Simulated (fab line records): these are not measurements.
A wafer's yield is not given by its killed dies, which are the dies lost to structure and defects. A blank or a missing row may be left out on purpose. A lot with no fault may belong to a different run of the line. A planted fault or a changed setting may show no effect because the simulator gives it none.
Chamber matching | flow n5_finfet | 4 sister chambers for N5_BEOL_M5_STRIP_19 on rie_diel-06
The step strips in O2. 4 wafers are shown with their chamber, then 9 later ones without.

## EACH WAFER AND ITS CHAMBER
wafer  | chamber | drypump_motor_current_A (A)
L076.6 | 2       | 5.6
L079.1 | 3       | 5.6
L079.4 | 1       | 6.5
L079.6 | 0       | 5.1

## WAFERS WITHOUT THEIR CHAMBER
wafer  | drypump_motor_current_A (A)
L086.1 | 5.1
L086.2 | 5.7
L086.4 | 5.7
L091.1 | 5.2
L091.2 | 5.6
L091.4 | 5.6
L092.4 | 5.6
L092.5 | 5.2
L092.6 | 6.5

## WHICH CHAMBER EACH ONE RAN IN
wafer  | from the rows above     | in truth
L086.1 | 0                       | 0
L086.2 | can't be placed: 2 or 3 | 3
L086.4 | can't be placed: 2 or 3 | 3
L091.1 | 0                       | 0
L091.2 | can't be placed: 2 or 3 | 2
L091.4 | can't be placed: 2 or 3 | 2
L092.4 | can't be placed: 2 or 3 | 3
L092.5 | 0                       | 0
L092.6 | 1                       | 1
Correctly placed: 4 of 9. Not placeable from these rows: 5 (in 5, the candidates include the true chamber). Number placed wrongly: 0.
How it was worked out, from the rows above alone: a wafer's distance from a chamber is the root of the sum, over the readings, of the square of ((its reading less the chamber's mean) divided by the reading's scatter). If the next closest chamber is less than 2 further off than the closest, the wafer can't be placed; otherwise it belongs to the closest. A chamber's mean is the mean of its shown wafers. The scatter: root of mean squared gap, hidden wafer to nearest shown wafer, with one shown wafer a chamber.
